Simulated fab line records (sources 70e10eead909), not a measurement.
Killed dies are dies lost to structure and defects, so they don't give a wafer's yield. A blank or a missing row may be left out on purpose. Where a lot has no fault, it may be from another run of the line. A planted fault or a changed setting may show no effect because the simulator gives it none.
fab line records	flow nandHarc
[record] lots = 13	wafers = 39	lastDay = 33
route steps=1302 shown P_BONDPAD@386 A_START@389 A_ONON_D1@442 A_CHANNEL_HOLE_D1@462 END@1302
lots untouched by any fault: they come from a run of this same line in which no faults occurred
startH: hours from the record's opening day to when the first of the lot's shown wafers began	waitH: hours since the lot's step before	" the same as in the row above	L1.1+2: a single row standing in for several wafers	- no value, or no start given	* or withheld: withheld	< > ~ a bound
route shown NAME@n: names a module that has steps shown in the file, with the first one's number in the route	usual: average and standard deviation across the fault-free wafers	same: alike in all rows	chamber/n: place in a boat	sites: the reading at each site	_std_site: how widely they spread, as a standard deviation	_edge_site: outer sites' mean less inner sites'	radiusMm: for every site, how far away it sits from the centre of the wafer	mask NAME#n: copy n	behind: the most recent tool/chamber to have shaped the wafer	hold: the reason the lot was held/the length of the hold in hours/how it ended	device: the transistor (n, p or np) that didn't switch	end of line: tests of these same wafers at the route's end	step lacking rows: just its recipe	killed: the dies lost at the first sort to structure and to defects; this is not the yield of the wafer	map: per-die view of a wafer (x killed, . not killed, _ where there is no die)
set.NAME: the run value of the setting; set.NAME@STEP: its run value at that earlier step	model.NAME: the simulator's own value behind a step, which no gauge read
one table for each step of the route and one row for each wafer, over a sample of lots
services: a tool's chamber out of use, with start hour (startH, from the record's first day; less than 0 if before it), hours out, and reason
[[steps]]
[step NHARC_P_BONDPAD_ACTIVATE_29]
[recipe] timeS = 60	n2FlowSccm = 200	arFlowSccm = 0	biasPowerW = 0	chemistry = N2
[usual] drypumpMotorCurrentA = 5.7/0.41	oesProductAu = 1.001/0.007	rfVppV = 64.0/0.89	showerheadPlenumPTorr = 1.74/0.05
lot.wafer	tool	chamber	startH	waitH	drypumpMotorCurrentA	oesProductAu	rfHoursCounterH	rfVppV	showerheadPlenumPTorr
L341.3	rieDiel-08	1	136.32	0.1	5.1	0.999	5.4	62.9	1.73
L341.2	"	2	"	"	5.2	0.993	6.6	64.5	1.76
L341.6	"	0	"	"	6.0	1.002	-	64.9	1.76
L343.2	rieDiel-13	1	159.73	0.1	6.6	0.990	9.1	66.2	1.84
L343.5	"	2	"	"	5.5	1.007	-	62.5	1.69
L343.6	"	3	"	"	5.9	0.999	-	62.9	1.76
L344.4	rieDiel-08	2	163.37	0.1	5.2	0.988	8.9	64.7	1.76
L344.3	"	3	"	"	5.7	1.004	9.2	62.6	1.83
L344.5	"	1	"	"	5.1	1.010	-	64.1	1.73
L345.1	rieDiel-08	1	177.42	0.1	5.1	1.002	7.3	64.2	1.73
L345.2	"	2	"	"	5.2	0.998	9.1	65.2	1.76
L345.4	"	0	"	"	6.0	1.008	8.6	64.6	1.75
L346.3	rieDiel-13	3	182.43	0.1	5.9	1.002	0.1	65.7	1.76
L346.2	"	1	"	"	6.6	0.995	0.2	63.3	1.84
L346.5	"	2	"	"	5.5	1.003	-	64.8	1.69
L348.3	rieDiel-13	1	208.32	0.1	6.7	0.998	2.4	64.8	1.84
L348.1	"	3	"	"	5.9	0.992	1.6	62.6	1.76
L348.5	"	1	"	"	6.6	0.996	-	64.0	1.84
L349.4	rieDiel-13	1	222.18	0.1	6.7	1.004	2.5	64.9	1.84
L349.5	"	3	"	"	5.9	1.001	-	64.7	1.76
L349.6	"	0	"	"	5.6	1.008	-	64.1	1.71
L352.3	rieDiel-08	0	244.71	0.1	6.0	1.008	2.7	64.9	1.75
L352.4	"	2	"	"	5.3	1.003	2.5	64.6	1.76
L352.5	"	1	"	"	5.1	1.007	-	65.1	1.72
L351.4	rieDiel-11	1	244.91	0.1	6.1	1.009	4.9	64.8	1.69
L351.6	"	1	"	"	6.1	0.996	-	64.1	1.69
L351.5	"	2	"	"	5.4	0.995	-	62.5	1.67
L353.2	rieDiel-13	0	257.95	0.1	5.6	1.001	3.3	63.6	1.71
L353.5	"	0	"	"	5.6	0.998	-	64.4	1.71
L353.6	"	1	"	"	6.6	0.994	-	64.9	1.84
L354.4	rieDiel-08	0	267.80	0.1	6.0	1.003	4.4	64.9	1.75
L354.2	"	2	"	"	5.2	0.987	3.6	64.0	1.76
L354.3	"	3	"	"	5.7	0.998	4.6	63.5	1.83
L363.1	rieDiel-11	0	359.94	0.1	5.9	1.010	2.4	65.0	1.67
L363.3	"	2	"	"	5.4	1.020	2.3	64.0	1.67
L363.6	"	3	"	"	5.4	1.021	-	64.0	1.75
L364.1	rieDiel-11	2	374.30	0.1	5.4	1.006	2.5	63.9	1.66
L364.2	"	3	"	"	5.4	0.989	2.6	63.3	1.75
L364.5	"	1	"	"	6.1	0.996	-	63.1	1.69
[step NHARC_A_START_INSPECT_01]
[usual] rawDefectCount = 3.5/1.9
lot.wafer	tool	chamber	startH	waitH	rawDefectCount
L341.2	defectInspect-01	-	136.71	-	4
L341.3	"	-	"	"	0
L341.6	"	-	"	"	5
L343.2	defectInspect-02	-	160.10	-	4
L343.5	"	-	"	"	3
L343.6	"	-	"	"	1
L344.3	defectInspect-01	-	163.76	-	4
L344.4	"	-	"	"	4
L344.5	"	-	"	"	3
L345.1	defectInspect-01	-	177.82	-	6
L345.2	"	-	"	"	3
L345.4	"	-	"	"	2
L346.2	defectInspect-02	-	182.83	-	4
L346.3	"	-	"	"	4
L346.5	"	-	"	"	1
L348.1	defectInspect-01	-	208.72	-	1
L348.3	"	-	"	"	4
L348.5	"	-	"	"	3
L349.4	defectInspect-01	-	222.56	-	2
L349.5	"	-	"	"	5
L349.6	"	-	"	"	2
L352.3	defectInspect-02	-	245.12	-	0
L352.4	"	-	"	"	3
L352.5	"	-	"	"	3
L351.4	defectInspect-01	-	245.31	-	5
L351.5	"	-	"	"	2
L351.6	"	-	"	"	1
L353.2	defectInspect-02	-	258.37	-	5
L353.5	"	-	"	"	4
L353.6	"	-	"	"	5
L354.2	defectInspect-02	-	268.21	-	1
L354.3	"	-	"	"	4
L354.4	"	-	"	"	5
L363.1	defectInspect-02	-	360.34	-	0
L363.3	"	-	"	"	5
L363.6	"	-	"	"	5
L364.1	defectInspect-02	-	374.68	-	6
L364.2	"	-	"	"	6
L364.5	"	-	"	"	6
[step NHARC_A_ONON_D1_DEP_25]
[recipe] targetThkA = 10000	n2FlowSccm = 2750	n2oFlowSccm = 2000	nh3FlowSccm = 500	sih4FlowSccm = 210	tempC = 400
[usual] n2FlowSccm = 2750/8	n2oFlowSccm = 2002/6.1	susceptorTempC = 399.95/0.21
lot.wafer	tool	chamber	startH	waitH	n2FlowSccm	n2oFlowSccm	susceptorTempC
L341.2	pecvdOnon-04	0	171.41	0.1	2748	1998	399.74
L341.3	"	0	"	"	2748	2000	400.33
L341.6	"	0	"	"	2737	2002	399.86
L343.2	pecvdOnon-01	0	197.06	0.1	2759	2013	399.91
L343.5	"	0	"	"	2759	1994	399.61
L343.6	"	0	"	"	2758	2017	399.89
L344.3	pecvdOnon-04	0	197.12	0.2	2754	2002	399.83
L344.4	"	0	"	"	2762	2001	400.09
L344.5	"	0	"	"	2757	1997	399.98
L345.1	pecvdOnon-01	0	213.19	0.1	2735	2016	400.28
L345.2	"	0	"	"	2748	2006	400.06
L345.4	"	0	"	"	2744	2007	400.18
L346.2	pecvdOnon-04	0	217.49	0.1	2763	2008	400.12
L346.3	"	0	"	"	2766	2014	400.27
L346.5	"	0	"	"	2760	2012	399.89
L348.1	pecvdOnon-04	0	240.87	0.1	2754	2008	399.74
L348.3	"	0	"	"	2754	2001	399.49
L348.5	"	0	"	"	2740	2002	399.60
L349.4	pecvdOnon-04	0	261.20	0.2	2742	2001	400.09
L349.5	"	0	"	"	2739	2005	400.01
L349.6	"	0	"	"	2746	2008	399.37
L351.4	pecvdOnon-04	0	281.74	0.2	2756	2002	399.82
L351.5	"	0	"	"	2760	2008	400.38
L351.6	"	0	"	"	2752	1999	399.75
L352.3	pecvdOnon-02	-	281.82	0.3	-	-	-
L352.4	"	-	"	"	-	-	-
L352.5	"	-	"	"	-	-	-
L353.2	pecvdOnon-04	-	294.12	0.1	-	-	-
L353.5	"	-	"	"	-	-	-
L353.6	"	-	"	"	-	-	-
L354.2	pecvdOnon-01	0	303.37	0.1	2757	2010	399.83
L354.3	"	0	"	"	2751	1996	399.97
L354.4	"	0	"	"	2755	2001	399.93
L363.1	pecvdOnon-02	0	394.58	0.1	2739	1994	400.23
L363.3	"	0	"	"	2744	2000	400.34
L363.6	"	0	"	"	2745	2008	400.08
L364.1	pecvdOnon-04	0	412.83	0.1	2751	2001	399.79
L364.2	"	0	"	"	2745	2003	399.71
L364.5	"	0	"	"	2746	2000	399.78
[step NHARC_A_CHANNEL_HOLE_D1_CD_MEAS_10]
[recipe] targetCdNm = 100	landingEnergyEv = 500
[usual] cdNm = 99.9/0.37
lot.wafer	tool	chamber	startH	waitH	cdNm
L341.2	cdSem-03	0	175.70	-	100.1
L341.3	"	0	"	"	100.2
L341.6	"	0	"	"	100.1
L343.2	cdSem-03	0	203.51	-	99.7
L343.5	"	0	"	"	100.4
L343.6	"	0	"	"	100.1
L344.3	cdSem-02	0	205.24	-	100.1
L344.4	"	0	"	"	100.1
L344.5	"	0	"	"	99.8
L345.1	cdSem-02	0	217.55	-	100.1
L345.2	"	0	"	"	99.1
L345.4	"	0	"	"	99.8
L346.2	cdSem-03	0	222.40	-	100.5
L346.3	"	0	"	"	99.5
L346.5	"	0	"	"	100.0
L348.1	cdSem-03	0	246.28	-	99.8
L348.3	"	0	"	"	99.9
L348.5	"	0	"	"	99.6
L349.4	cdSem-02	0	266.97	-	99.4
L349.5	"	0	"	"	99.1
L349.6	"	0	"	"	100.1
L351.4	cdSem-02	0	285.76	-	99.9
L351.5	"	0	"	"	100.5
L351.6	"	0	"	"	99.7
L354.2	cdSem-01	0	307.52	-	99.6
L354.3	"	0	"	"	99.0
L354.4	"	0	"	"	99.0
L363.1	cdSem-02	0	399.07	-	99.8
L363.3	"	0	"	"	100.2
L363.6	"	0	"	"	100.3
L364.1	cdSem-01	0	417.13	-	100.5
L364.2	"	0	"	"	99.9
L364.5	"	0	"	"	100.5
[step NHARC_END_SORT_01]
[recipe] tempC = 25
[usual] killedAtArray = 59/17	killedAtOther = 0.7/0.9	killedAtPeriphery = 3.6/2.3	killedDies = 63/18	killedOpen = 3.4/1.9	killedShort = 2.6/1.7
[same] grossDies = 677
lot.wafer	tool	chamber	startH	waitH	killedAtArray	killedAtOther	killedAtPeriphery	killedDies	killedOpen	killedShort
L353.2	prober-01	0	691.29	2.8	672	1	4	677	3	1
L353.5	prober-01	0	693.72	3.7	669	0	8	677	4	5
L353.6	prober-01	0	694.53	4.0	673	0	4	677	2	2
L352.3	prober-01	0	754.40	3.1	673	0	4	677	3	3
L352.4	prober-01	0	755.19	3.4	673	0	4	677	5	3
L352.5	prober-01	0	755.98	3.7	677	0	0	677	2	4
// killed by level:class
L353.2 A_ONON_D1:areaDep=601 A_SLIT:chamberFilmFlake=30 A_CHANNEL_HOLE_D2:chamberFilmFlake=17 A_STAIRCASE:chamberFilmFlake=6 A_CONTACT:chamberFilmFlake=6 A_CHANNEL_HOLE_D1:chamberFilmFlake=5 P_M1:chamberFilmFlake=2 A_CHANNEL_FILL_D2:chamberFilmFlake=2
L353.5 A_ONON_D1:areaDep=607 A_SLIT:chamberFilmFlake=21 A_CHANNEL_HOLE_D2:chamberFilmFlake=15 A_STAIRCASE:chamberFilmFlake=10 A_CHANNEL_HOLE_D1:chamberFilmFlake=3 A_CONTACT:chamberFilmFlake=3 A_WL_FILL:chamberFilmFlake=3 P_M0:geometricParticle:short=2
L353.6 A_ONON_D1:areaDep=618 A_SLIT:chamberFilmFlake=26 A_CHANNEL_HOLE_D2:chamberFilmFlake=9 A_STAIRCASE:chamberFilmFlake=7 A_CHANNEL_HOLE_D1:chamberFilmFlake=3 A_CONTACT:chamberFilmFlake=3 A_DECK1_JOINT:chamberFilmFlake=2 A_WL_FILL:chamberFilmFlake=2
L352.3 A_ONON_D1:areaDep=630 A_CHANNEL_HOLE_D1:chamberFilmFlake=27 A_CONTACT:chamberFilmFlake=6 A_SLIT:chamberFilmFlake=3 A_CHANNEL_HOLE_D2:unspecified=2 P_STI:geometricParticle:short=1 P_CONTACT:geometricParticle:open=1 P_M0:geometricParticle:open=1
L352.4 A_ONON_D1:areaDep=615 A_CHANNEL_HOLE_D1:chamberFilmFlake=35 A_CONTACT:chamberFilmFlake=11 A_ONON_D1:geometricParticle:open=2 A_M0:geometricParticle:short=2 A_ZERO_WELL:chamberFilmFlake=2 A_STAIRCASE:chamberFilmFlake=2 P_GATE:geometricParticle:open=1
L352.5 A_ONON_D1:areaDep=616 A_CHANNEL_HOLE_D1:chamberFilmFlake=32 A_STAIRCASE:chamberFilmFlake=6 A_CHANNEL_HOLE_D2:chamberFilmFlake=5 A_SLIT:chamberFilmFlake=4 A_CONTACT:chamberFilmFlake=4 A_ONON_D2:geometricParticle:short=2 A_CHANNEL_HOLE_D2:unspecified=2
[[services]]
tool	chamber	startH	hours	kind
pecvdOnon-04	-	112.65	4.2	repair
rieDiel-13	0	119.56	-	clean
rieDiel-13	1	119.56	-	clean
rieDiel-13	2	119.56	-	clean
rieDiel-13	3	119.56	-	clean
rieDiel-08	0	120.80	-	clean
rieDiel-08	1	120.80	-	clean
pecvdOnon-04	-	130.10	13.0	pm
rieDiel-13	2	134.50	3.9	repair
rieDiel-13	-	141.26	5.3	repair
rieDiel-13	-	165.00	9.0	pm
rieDiel-08	0	179.80	2.6	repair
pecvdOnon-02	-	185.00	13.0	pm
rieDiel-08	-	190.80	9.0	pm
rieDiel-11	-	255.50	9.0	pm
pecvdOnon-01	-	269.00	13.0	pm
pecvdOnon-04	-	304.04	0.3	repair
pecvdOnon-04	-	311.10	13.0	pm
rieDiel-08	2	335.88	5.3	repair
rieDiel-13	-	342.00	9.0	pm
rieDiel-08	0	356.13	5.0	repair
pecvdOnon-02	-	366.31	13.0	pm
rieDiel-08	-	367.80	9.0	pm
rieDiel-08	0	390.50	23.0	repair
[[key]]
[firstSign] step = NHARC_A_ONON_D1_DEP_25	reading = toolRecord	direction = missing
[effect] step = NHARC_END_SORT_01	reading = killedAtArray	direction = up	sigmas = 36	usual = 59	struck = 673
[moreKillsBornAt] NHARC_A_ONON_D1_DEP_25@pecvdOnon-02 = 1861	NHARC_A_ONON_D1_DEP_25@pecvdOnon-04 = 1826
metAt NHARC_A_ONON_D1_DEP_25
struckLots L352,L353
laterRowsLeftOut L352.3,L352.4,L352.5,L353.2,L353.5,L353.6
testerLeftOut L352,L353
notActingAt NHARC_P_BONDPAD_ACTIVATE_29,NHARC_A_START_INSPECT_01,NHARC_A_CHANNEL_HOLE_D1_CD_MEAS_10
onsetBetween 261.20 281.82
[fault] kind = skippedStepWhole	tool = pecvdOnon-02,pecvdOnon-04	chamber = -	onsetH = 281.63	steps = NHARC_A_ONON_D1_DEP_25	scope = struckLotsOnly
// testerLeftOut: of these lots the tester's yield and bins aren't shown, on N5 and GAA mostly nor the transistor test; their killed dies are dies lost to structure and defects alone, not to doping, threshold or leakage, so they don't give the yield
// laterRowsLeftOut: the simulator's readings of these wafers behind a module that went badly wrong aren't trusted and aren't shown, but for the sort
